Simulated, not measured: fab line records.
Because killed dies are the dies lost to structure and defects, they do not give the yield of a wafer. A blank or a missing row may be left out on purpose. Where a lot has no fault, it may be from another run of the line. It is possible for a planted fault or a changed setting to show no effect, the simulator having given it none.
fab line records + flow nand_harc
record
- lots=14
- wafers=40
- last_day=33
route steps=1302 shown A_ZERO_WELL@404 A_SOURCE_PLATE@420 A_ONON_D1@427
lots untouched by any fault: they come from a run of this same line in which no faults occurred
start_h: hours from the record's first day to the start of the lot's first wafer shown + wait_h: how many hours have passed since the lot's step before this one + " as in the row above + L1.1+2: a row that stands for several wafers + - no value, or no start was given + * or withheld: withheld + < > ~ a bound
route shown NAME@n: NAME is a module with steps in the file, n the number in the route of the first one + usual: the fault-free wafers' mean and standard deviation + same: alike in all rows + chamber/n: place in a boat + sites: each site's reading + _std_site: standard deviation across them + _edge_site: mean of outer sites minus mean of inner sites + radius_mm: how far each site lies from the wafer's centre + mask NAME#n: copy n + behind: the last tool/chamber to shape the wafer + hold: the reason the lot was held/the length of the hold in hours/how it ended + device: which transistor (n, p or np) failed to switch + end of line: at the end of the route, the tests of the same wafers + step lacking rows: just its recipe + killed: dies that structure and defects cost at the first sort, which is not the same as the wafer's yield + map: the dies of a wafer, with x for killed, . for not killed, _ for no die there
set.NAME: the setting the step ran with; set.NAME@STEP: the setting that earlier step ran with + model.NAME: the simulator's own value behind a step, which no gauge read
the route's steps for a sample of lots (tables are steps, rows are wafers)
services: the hour from which a tool's chamber was out of use, counted from the record's first day as start_h (under 0 if before that day), plus the number of hours and why
## steps
# step NHARC_A_ZERO_WELL_ETCH_19
# recipe
- target_depth_a=800
- overetch_a=240
- time_s=87.88
- ion_energy_ev=200
- n2_flow_sccm=150
- h2_flow_sccm=150
- ar_flow_sccm=0
- rf_w=400
- bias_w=150
- chemistry=N2/H2
# usual
- chamber_pressure_mTorr=30.002/0.027
- drypump_motor_current_A=5.9/0.34
- h2_flow_sccm=150.0/0.46
- oes_product_au=1.000/0.0082
- rf_vpp_V=428.7/1.7
- showerhead_plenum_p_Torr=1.98/0.054
- throttle_valve_pct=14.172/0.0095
| lot.wafer | tool        | chamber | start_h | wait_h | chamber_pressure_mTorr | drypump_motor_current_A | h2_flow_sccm | oes_product_au | rf_hours_counter_h | rf_vpp_V | showerhead_plenum_p_Torr | throttle_valve_pct |
|-----------|-------------|---------|---------|--------|------------------------|-------------------------|--------------|----------------|--------------------|----------|--------------------------|--------------------|
| L128.1    | rie_diel-08 | 0       | 134.43  | 0.1    | 29.953                 | 5.6                     | 150.4        | 1.003          | 17                 | 430.3    | 2.00                     | 14.166             |
| L128.3    | "           | 2       | "       | "      | 29.981                 | 5.7                     | 150.3        | 0.989          | 16                 | 431.1    | 1.99                     | 14.178             |
| L128.5    | "           | 2       | "       | "      | 29.999                 | 5.7                     | 151.1        | 0.990          | -                  | 430.0    | 1.99                     | 14.170             |
| L129.4    | rie_diel-06 | 1       | 149.18  | 0.1    | 30.004                 | 5.5                     | 149.9        | 0.994          | 0                  | 426.3    | 1.90                     | 14.172             |
| L129.2    | "           | 3       | "       | "      | 29.999                 | 5.9                     | 150.6        | 0.997          | 0                  | 428.7    | 1.98                     | 14.169             |
| L129.5    | "           | 1       | "       | "      | 30.050                 | 5.4                     | 149.8        | 0.981          | -                  | 427.7    | 1.90                     | 14.174             |
| L130.4    | rie_diel-08 | 1       | 154.12  | 0.1    | 30.000                 | 6.7                     | 149.6        | 1.012          | 19                 | 430.2    | 2.03                     | 14.168             |
| L130.6    | "           | 2       | "       | "      | 30.037                 | 5.7                     | 150.8        | 0.998          | -                  | 428.3    | 1.99                     | 14.175             |
| L130.5    | "           | 3       | "       | "      | 29.985                 | 6.5                     | 150.7        | 1.009          | -                  | 430.9    | 2.03                     | 14.174             |
| L131.3    | rie_diel-06 | 1       | 167.63  | 0.1    | 30.009                 | 5.5                     | 150.4        | 1.002          | 0                  | 426.1    | 1.90                     | 14.179             |
| L131.2    | "           | 3       | "       | "      | 29.966                 | 5.9                     | 150.2        | 1.001          | 1                  | 428.7    | 1.98                     | 14.160             |
| L131.6    | "           | 0       | "       | "      | 30.032                 | 6.3                     | 149.7        | 0.979          | -                  | 426.6    | 1.92                     | 14.151             |
| L132.1    | rie_diel-06 | 2       | 183.16  | 0.1    | 29.997                 | 5.8                     | 150.2        | 1.006          | 1                  | 428.9    | 1.98                     | 14.164             |
| L132.3    | "           | 1       | "       | "      | 29.995                 | 5.4                     | 149.8        | 0.988          | 1                  | 426.9    | 1.90                     | 14.190             |
| L132.6    | "           | 3       | "       | "      | 30.036                 | 5.9                     | 149.4        | 1.000          | -                  | 427.4    | 1.98                     | 14.174             |
| L134.3    | rie_diel-06 | 3       | 195.64  | 0.1    | 29.991                 | 5.9                     | 150.8        | 1.004          | 1                  | 427.9    | 1.98                     | 14.166             |
| L134.6    | "           | 1       | "       | "      | 30.015                 | 5.5                     | 150.5        | 0.997          | -                  | 425.8    | 1.90                     | 14.166             |
| L134.5    | "           | 2       | "       | "      | 30.035                 | 5.8                     | 150.0        | 1.017          | -                  | 430.4    | 1.98                     | 14.175             |
| L135.1    | rie_diel-08 | 0       | 207.44  | 0.1    | 29.996                 | 5.6                     | 149.9        | 1.008          | 2                  | 429.1    | 1.99                     | 14.180             |
| L135.4    | "           | 2       | "       | "      | 30.037                 | 5.7                     | 150.2        | 1.002          | -                  | 429.5    | 1.99                     | 14.157             |
| L135.6    | "           | 1       | "       | "      | 29.978                 | 6.7                     | 150.1        | 1.005          | -                  | 431.7    | 2.02                     | 14.186             |
| L136.1    | rie_diel-01 | 3       | 224.72  | 0.1    | 29.984                 | 5.8                     | 149.6        | 1.006          | 2                  | 427.1    | 1.95                     | 14.190             |
| L136.2    | "           | 1       | "       | "      | 30.062                 | 5.6                     | 149.7        | 1.005          | 2                  | 434.3    | 2.15                     | 14.175             |
| L136.5    | "           | 3       | "       | "      | 29.980                 | 5.8                     | 150.1        | 1.005          | -                  | 429.1    | 1.95                     | 14.170             |
| L138.3    | rie_diel-06 | 3       | 243.00  | 0.1    | 30.023                 | 5.9                     | 151.0        | 0.996          | 3                  | 428.1    | 1.98                     | 14.184             |
| L138.1    | "           | 1       | "       | "      | 30.006                 | 5.4                     | 150.1        | 0.999          | 3                  | 426.4    | 1.90                     | 14.184             |
| L138.6    | "           | 3       | "       | "      | 30.002                 | 5.9                     | 149.9        | 0.990          | -                  | 428.5    | 1.98                     | 14.169             |
| L143.1    | rie_diel-06 | 2       | 284.26  | 0.1    | 30.054                 | 5.8                     | 149.6        | 0.987          | 4                  | 427.6    | 1.98                     | 14.196             |
| L143.3    | "           | 1       | "       | "      | 29.965                 | 5.5                     | 149.5        | 1.003          | 4                  | 427.7    | 1.90                     | 14.169             |
| L144.3    | rie_diel-06 | 2       | 301.14  | 0.1    | 29.954                 | 5.8                     | 150.0        | 1.002          | 4                  | 429.3    | 1.98                     | 14.170             |
| L144.2    | "           | 1       | "       | "      | 30.007                 | 5.4                     | 150.1        | 1.007          | 4                  | 427.2    | 1.90                     | 14.174             |
| L144.5    | "           | 2       | "       | "      | 29.984                 | 5.8                     | 150.0        | 0.992          | -                  | 430.4    | 1.98                     | 14.180             |
| L146.3    | rie_diel-06 | 3       | 320.68  | 0.1    | 29.987                 | 5.9                     | 149.6        | 1.015          | 0                  | 428.0    | 1.97                     | 14.166             |
| L146.5    | "           | 2       | "       | "      | 29.975                 | 5.8                     | 149.9        | 1.001          | -                  | 427.0    | 1.98                     | 14.173             |
| L148.2    | rie_diel-06 | 3       | 342.40  | 0.1    | 29.985                 | 5.9                     | 150.5        | 1.010          | 1                  | 429.1    | 1.97                     | 14.177             |
| L148.3    | "           | 0       | "       | "      | 30.019                 | 6.3                     | 149.7        | 0.984          | 1                  | 427.2    | 1.91                     | 14.168             |
| L148.5    | "           | 2       | "       | "      | 29.977                 | 5.8                     | 150.0        | 0.999          | -                  | 428.1    | 1.98                     | 14.175             |
| L151.2    | rie_diel-06 | 3       | 365.78  | 0.1    | 30.013                 | 5.9                     | 149.2        | 1.019          | 1                  | 428.9    | 1.97                     | 14.159             |
| L151.4    | "           | 1       | "       | "      | 29.990                 | 5.5                     | 150.6        | 1.001          | 1                  | 426.5    | 1.90                     | 14.179             |
| L151.1    | "           | 2       | "       | "      | 30.031                 | 5.8                     | 149.9        | 0.993          | 1                  | 428.6    | 1.98                     | 14.162             |
# step NHARC_A_SOURCE_PLATE_THK_MEAS_06
# recipe
- thk_meas_gauge=ellipsometry
# usual
- thk_nm=199.7/2
| lot.wafer | tool          | chamber | start_h | wait_h | thk_nm |
|-----------|---------------|---------|---------|--------|--------|
| L128.1    | film_metro-02 | -       | 155.72  | 0.4    | 198.1  |
| L128.3    | "             | -       | "       | "      | 199.4  |
| L128.5    | "             | -       | "       | "      | 200.2  |
| L129.2    | film_metro-02 | -       | 170.19  | 0.4    | 201.4  |
| L129.4    | "             | -       | "       | "      | 199.0  |
| L129.5    | "             | -       | "       | "      | 196.8  |
| L130.4    | film_metro-01 | -       | 179.66  | 0.4    | 196.9  |
| L130.5    | "             | -       | "       | "      | 198.8  |
| L130.6    | "             | -       | "       | "      | 199.4  |
| L131.2    | film_metro-02 | -       | 188.96  | 0.4    | 200.2  |
| L131.3    | "             | -       | "       | "      | 198.9  |
| L131.6    | "             | -       | "       | "      | 198.6  |
| L132.1    | film_metro-02 | -       | 206.41  | 0.4    | 197.1  |
| L132.3    | "             | -       | "       | "      | 198.8  |
| L132.6    | "             | -       | "       | "      | 199.3  |
| L134.3    | film_metro-01 | -       | 219.99  | 0.4    | 199.5  |
| L134.5    | "             | -       | "       | "      | 198.7  |
| L134.6    | "             | -       | "       | "      | 199.3  |
| L135.1    | film_metro-02 | -       | 229.47  | 0.4    | 195.5  |
| L135.4    | "             | -       | "       | "      | 197.9  |
| L135.6    | "             | -       | "       | "      | 196.1  |
| L136.1    | film_metro-02 | -       | 246.22  | 0.4    | 197.3  |
| L136.2    | "             | -       | "       | "      | 199.1  |
| L136.5    | "             | -       | "       | "      | 198.9  |
| L138.1    | film_metro-02 | -       | 264.46  | 0.4    | 197.3  |
| L138.3    | "             | -       | "       | "      | 194.9  |
| L138.6    | "             | -       | "       | "      | 199.3  |
| L143.1    | film_metro-02 | -       | 306.18  | 0.4    | 199.6  |
| L143.3    | "             | -       | "       | "      | 199.7  |
| L144.2    | film_metro-02 | -       | 323.21  | 0.4    | 203.8  |
| L144.3    | "             | -       | "       | "      | 203.9  |
| L144.5    | "             | -       | "       | "      | 202.5  |
| L146.3    | film_metro-02 | -       | 342.32  | 0.4    | 196.4  |
| L146.5    | "             | -       | "       | "      | 198.2  |
| L148.2    | film_metro-02 | -       | 363.67  | 0.4    | 201.5  |
| L148.3    | "             | -       | "       | "      | 198.8  |
| L148.5    | "             | -       | "       | "      | 197.4  |
| L151.1    | film_metro-01 | -       | 386.65  | 0.4    | 199.1  |
| L151.2    | "             | -       | "       | "      | 199.5  |
| L151.4    | "             | -       | "       | "      | 201.1  |
# step NHARC_A_ONON_D1_THK_MEAS_05
# recipe
- thk_meas_gauge=ellipsometry
# usual
- thk_nm=998/9.3
| lot.wafer | tool          | chamber | start_h | wait_h | thk_nm |
|-----------|---------------|---------|---------|--------|--------|
| L128.1    | film_metro-01 | -       | 156.92  | -      | 1010   |
| L128.3    | "             | -       | "       | "      | 1011   |
| L128.5    | "             | -       | "       | "      | 1010   |
| L129.2    | film_metro-02 | -       | 171.40  | -      | 1001   |
| L129.4    | "             | -       | "       | "      | 1001   |
| L129.5    | "             | -       | "       | "      | 1001   |
| L130.4    | film_metro-02 | -       | 180.90  | -      | 990    |
| L130.5    | "             | -       | "       | "      | 991    |
| L130.6    | "             | -       | "       | "      | 988    |
| L131.2    | film_metro-02 | -       | 190.19  | -      | 993    |
| L131.3    | "             | -       | "       | "      | 991    |
| L131.6    | "             | -       | "       | "      | 991    |
| L132.1    | film_metro-02 | -       | 207.62  | -      | 1009   |
| L132.3    | "             | -       | "       | "      | 1010   |
| L132.6    | "             | -       | "       | "      | 1011   |
| L134.3    | film_metro-01 | -       | 221.20  | -      | 997    |
| L134.5    | "             | -       | "       | "      | 998    |
| L134.6    | "             | -       | "       | "      | 996    |
| L135.1    | film_metro-02 | -       | 230.83  | -      | 1005   |
| L135.4    | "             | -       | "       | "      | 1007   |
| L135.6    | "             | -       | "       | "      | 1009   |
| L136.1    | film_metro-02 | -       | 247.46  | -      | 997    |
| L136.2    | "             | -       | "       | "      | 999    |
| L136.5    | "             | -       | "       | "      | 997    |
| L138.1    | film_metro-01 | -       | 265.66  | -      | 989    |
| L138.3    | "             | -       | "       | "      | 989    |
| L138.6    | "             | -       | "       | "      | 991    |
| L143.1    | film_metro-01 | -       | 307.39  | -      | 1005   |
| L143.3    | "             | -       | "       | "      | 1005   |
| L144.2    | film_metro-01 | -       | 324.48  | -      | 982    |
| L144.3    | "             | -       | "       | "      | 984    |
| L144.5    | "             | -       | "       | "      | 982    |
| L146.3    | film_metro-02 | -       | 343.54  | -      | 1001   |
| L146.5    | "             | -       | "       | "      | 1001   |
| L148.2    | film_metro-02 | -       | 364.88  | -      | 990    |
| L148.3    | "             | -       | "       | "      | 989    |
| L148.5    | "             | -       | "       | "      | 986    |
| L151.1    | film_metro-02 | -       | 389.31  | -      | 983    |
| L151.2    | "             | -       | "       | "      | 983    |
| L151.4    | "             | -       | "       | "      | 983    |
# step NHARC_A_ONON_D1_DEP_25
# recipe
- target_thk_a=10000
- n2_flow_sccm=2750
- n2o_flow_sccm=2000
- nh3_flow_sccm=500
- sih4_flow_sccm=210
- temp_c=400
# usual
- sih4_flow_sccm=210.0/0.56
| lot.wafer | tool          | chamber | start_h | wait_h | sih4_flow_sccm |
|-----------|---------------|---------|---------|--------|----------------|
| L128.1    | pecvd_onon-02 | 0       | 167.89  | 0.1    | 211.3          |
| L128.3    | "             | 0       | "       | "      | 210.9          |
| L128.5    | "             | 0       | "       | "      | 210.4          |
| L129.2    | pecvd_onon-03 | 0       | 182.17  | 0.1    | 210.2          |
| L129.4    | "             | 0       | "       | "      | 209.8          |
| L129.5    | "             | 0       | "       | "      | 209.6          |
| L130.4    | pecvd_onon-01 | 0       | 191.75  | 0.2    | 210.8          |
| L130.5    | "             | 0       | "       | "      | 209.9          |
| L130.6    | "             | 0       | "       | "      | 209.7          |
| L131.2    | pecvd_onon-02 | 0       | 200.84  | 0.1    | 210.8          |
| L131.3    | "             | 0       | "       | "      | 211.1          |
| L131.6    | "             | 0       | "       | "      | 210.6          |
| L132.1    | pecvd_onon-02 | 0       | 218.30  | 0.1    | 209.1          |
| L132.3    | "             | 0       | "       | "      | 210.3          |
| L132.6    | "             | 0       | "       | "      | 209.8          |
| L134.3    | pecvd_onon-01 | 0       | 231.78  | 0.2    | 210.1          |
| L134.5    | "             | 0       | "       | "      | 210.0          |
| L134.6    | "             | 0       | "       | "      | 209.9          |
| L135.1    | pecvd_onon-02 | 0       | 241.54  | 0.1    | 208.7          |
| L135.4    | "             | 0       | "       | "      | 210.5          |
| L135.6    | "             | 0       | "       | "      | 210.6          |
| L136.1    | pecvd_onon-03 | 0       | 258.17  | 0.1    | 210.0          |
| L136.2    | "             | 0       | "       | "      | 209.7          |
| L136.5    | "             | 0       | "       | "      | 209.8          |
| L138.1    | pecvd_onon-03 | 0       | 276.85  | 0.1    | 210.2          |
| L138.3    | "             | 0       | "       | "      | 210.2          |
| L138.6    | "             | 0       | "       | "      | 209.9          |
| L143.1    | pecvd_onon-03 | 0       | 323.07  | 0.1    | 210.6          |
| L143.3    | "             | 0       | "       | "      | 210.3          |
| L144.2    | pecvd_onon-01 | 0       | 334.97  | 0.1    | 208.4          |
| L144.3    | "             | 0       | "       | "      | 210.2          |
| L144.5    | "             | 0       | "       | "      | 210.5          |
| L146.3    | pecvd_onon-03 | 0       | 354.16  | 0.2    | 209.6          |
| L146.5    | "             | 0       | "       | "      | 208.9          |
| L148.2    | pecvd_onon-02 | 0       | 382.80  | 0.1    | 209.1          |
| L148.3    | "             | 0       | "       | "      | 210.4          |
| L148.5    | "             | 0       | "       | "      | 208.8          |
| L151.1    | pecvd_onon-02 | 0       | 404.24  | 0.1    | 210.1          |
| L151.2    | "             | 0       | "       | "      | 209.8          |
| L151.4    | "             | 0       | "       | "      | 210.5          |
# step NHARC_A_ONON_D1_THK_MEAS_27
# recipe
- thk_meas_gauge=ellipsometry
# usual
- thk_nm=996/12
| lot.wafer | tool          | chamber | start_h | wait_h | thk_nm |
|-----------|---------------|---------|---------|--------|--------|
| L128.1    | film_metro-01 | -       | 168.40  | -      | 993    |
| L128.3    | "             | -       | "       | "      | 991    |
| L128.5    | "             | -       | "       | "      | 992    |
| L129.2    | film_metro-01 | -       | 182.62  | -      | 1007   |
| L129.4    | "             | -       | "       | "      | 1008   |
| L129.5    | "             | -       | "       | "      | 1008   |
| L130.4    | film_metro-02 | -       | 192.09  | -      | 992    |
| L130.5    | "             | -       | "       | "      | 990    |
| L130.6    | "             | -       | "       | "      | 993    |
| L131.2    | film_metro-02 | -       | 201.29  | -      | 1000   |
| L131.3    | "             | -       | "       | "      | 1001   |
| L131.6    | "             | -       | "       | "      | 1002   |
| L132.1    | film_metro-01 | -       | 218.81  | -      | 979    |
| L132.3    | "             | -       | "       | "      | 978    |
| L132.6    | "             | -       | "       | "      | 980    |
| L134.3    | film_metro-02 | -       | 232.17  | -      | 990    |
| L134.5    | "             | -       | "       | "      | 989    |
| L134.6    | "             | -       | "       | "      | 990    |
| L135.1    | film_metro-01 | -       | 242.05  | -      | 981    |
| L135.4    | "             | -       | "       | "      | 981    |
| L135.6    | "             | -       | "       | "      | 981    |
| L136.1    | film_metro-02 | -       | 258.69  | -      | 999    |
| L136.2    | "             | -       | "       | "      | 999    |
| L136.5    | "             | -       | "       | "      | 1000   |
| L138.1    | film_metro-01 | -       | 277.36  | -      | 997    |
| L138.3    | "             | -       | "       | "      | 998    |
| L138.6    | "             | -       | "       | "      | 997    |
| L143.1    | film_metro-01 | -       | 323.58  | -      | 911    |
| L143.3    | "             | -       | "       | "      | 907    |
| L144.2    | film_metro-02 | -       | 335.42  | -      | 1019   |
| L144.3    | "             | -       | "       | "      | 1021   |
| L144.5    | "             | -       | "       | "      | 1020   |
| L146.3    | film_metro-02 | -       | 354.55  | -      | 910    |
| L146.5    | "             | -       | "       | "      | 992    |
| L148.2    | film_metro-01 | -       | 383.25  | -      | 983    |
| L148.3    | "             | -       | "       | "      | 982    |
| L148.5    | "             | -       | "       | "      | 980    |
| L151.1    | film_metro-01 | -       | 404.75  | -      | 992    |
| L151.2    | "             | -       | "       | "      | 991    |
| L151.4    | "             | -       | "       | "      | 992    |
## services
| tool          | chamber | start_h | hours | kind   |
|---------------|---------|---------|-------|--------|
| rie_diel-08   | 3       | 128.86  | 8.3   | repair |
| rie_diel-06   | -       | 130.20  | 9.0   | pm     |
| rie_diel-06   | 1       | 160.22  | 5.6   | repair |
| pecvd_onon-01 | -       | 172.49  | 7.2   | repair |
| rie_diel-08   | 3       | 178.59  | 5.9   | repair |
| rie_diel-06   | 1       | 185.04  | 2.6   | repair |
| pecvd_onon-02 | -       | 185.34  | 13.0  | pm     |
| rie_diel-08   | -       | 190.99  | 9.0   | pm     |
| rie_diel-08   | 3       | 206.84  | 9.3   | repair |
| rie_diel-06   | -       | 208.96  | 1.1   | repair |
| rie_diel-06   | 1       | 225.90  | 3.6   | repair |
| pecvd_onon-03 | -       | 227.00  | 13.0  | pm     |
| pecvd_onon-02 | -       | 235.84  | 0.8   | repair |
| rie_diel-08   | 0       | 235.90  | 17.6  | repair |
| pecvd_onon-01 | -       | 250.11  | 0.5   | repair |
| rie_diel-06   | 0       | 263.29  | 2.9   | repair |
| pecvd_onon-01 | -       | 269.37  | 13.0  | pm     |
| rie_diel-08   | 2       | 275.95  | 4.6   | repair |
| rie_diel-06   | 0       | 287.33  | 4.5   | repair |
| rie_diel-06   | -       | 307.20  | 9.0   | pm     |
| rie_diel-06   | 1       | 319.90  | 3.0   | repair |
| pecvd_onon-02 | -       | 322.64  | 1.3   | repair |
| pecvd_onon-02 | -       | 366.41  | 13.0  | pm     |
| rie_diel-08   | -       | 368.31  | 9.0   | pm     |
## key
first_sign
- step=NHARC_A_ONON_D1_THK_MEAS_27
- reading=thk_nm
- direction=down
- sigmas=7.3
- usual=996
- struck=909
effect none on later readings
met_at NHARC_A_ONON_D1_DEP_25
struck_lots L143,L146
struck_wafers L143.1,L143.3,L146.3
sort_left_out L143.1,L143.3,L146.3
tester_left_out L143,L146
not_acting_at NHARC_A_ZERO_WELL_ETCH_19,NHARC_A_SOURCE_PLATE_THK_MEAS_06,NHARC_A_ONON_D1_THK_MEAS_05
onset_between 276.85 323.07
fault
- kind=process_parameter_drift
- tool=pecvd_onon-03
- chamber=-
- onset_h=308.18
- steps=NHARC_A_ONON_D1_DEP_25
- channel=target_thk_a
- offset=*
- shape=step
- end_h=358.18
- scope=struck_wafers_only
- acts_in=*
- stated=*
# tester_left_out: of these lots the tester's yield and bins aren't shown, on N5 and GAA mostly nor the transistor test; their killed dies are dies lost to structure and defects alone, not to doping, threshold or leakage, so they don't give the yield
# sort_left_out: the simulated sort isn't trusted on such a fault, so these wafers' sort isn't shown, and their yield isn't known
